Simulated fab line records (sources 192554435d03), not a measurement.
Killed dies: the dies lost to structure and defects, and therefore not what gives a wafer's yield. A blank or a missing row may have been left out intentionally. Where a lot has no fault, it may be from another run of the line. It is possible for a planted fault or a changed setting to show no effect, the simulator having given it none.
Chamber matching | flow n5 finfet | N5_BEOL_M5_CO_CAP_78 on cvd co-02: 3 sister chambers
The step material Co, precursor CCTBA/H2, target thk 2 nm, time 102.1 s. 22 wafers are shown with their chamber, then 11 later ones without.

## WAFERS WITH THEIR CHAMBER
wafer  | chamber | heater power w (W) | heater power outer w (W)
L076.4 | 1       | 234                | 122
L076.5 | 1       | 230                | 123
L076.6 | 0       | 199                | 110
L078.4 | 0       | 202                | 112
L078.5 | 0       | 204                | 113
L078.6 | 1       | 232                | 127
L080.3 | 0       | 204                | 114
L080.4 | 1       | 235                | 123
L080.5 | 1       | 236                | 120
L083.3 | 2       | 257                | 138
L083.4 | 0       | 206                | 113
L083.5 | 2       | 255                | 137
L086.1 | 0       | 203                | 110
L086.2 | 2       | 258                | 139
L086.3 | 1       | 228                | 124
L085.1 | 0       | 209                | 112
L085.4 | 0       | 201                | 113
L085.6 | 1       | 233                | 121
L088.1 | 2       | 255                | 144
L088.3 | 0       | 204                | 111
L088.5 | 1       | 230                | 126
L090.1 | 0       | 199                | 110

SIGNATURES (averages over the wafers above)
reading              | chamber 0 | chamber 1 | chamber 2 | scatter within a chamber
heater power w       | 203.10    | 232.25    | 256.25    | 2.76
heater power outer w | 111.80    | 123.25    | 139.50    | 2.15
Rule: distance of a wafer from a chamber = root of the sum over the readings of ((wafer's reading minus chamber's mean) / reading's scatter) squared. The wafer belongs to the nearest chamber; if the next one is less than 2 further off, it can't be placed. The scatter: the root of (the sum of the squares of (reading less its chamber's mean) over the shown wafers, divided by (wafers less chambers)).

## WAFERS WITH NO CHAMBER GIVEN
wafer  | heater power w (W) | heater power outer w (W)
L090.2 | 264                | 140
L090.6 | 201                | 109
L089.2 | 198                | 111
L089.3 | 266                | 138
L089.6 | 262                | 140
L092.2 | 199                | 110
L092.4 | 202                | 111
L092.6 | 261                | 137
L095.1 | 201                | 110
L095.2 | 237                | 120
L095.4 | 257                | 139

## CHAMBER TAKEN BY EACH
wafer  | from the rows above | in truth
L090.2 | 2                   | 2
L090.6 | 0                   | 0
L089.2 | 0                   | 0
L089.3 | 2                   | 2
L089.6 | 2                   | 2
L092.2 | 0                   | 0
L092.4 | 0                   | 0
L092.6 | 2                   | 2
L095.1 | 0                   | 0
L095.2 | 1                   | 1
L095.4 | 2                   | 2
Correct placement for 11 of the 11. Left unplaced by these rows: 0. Placed wrongly: 0.
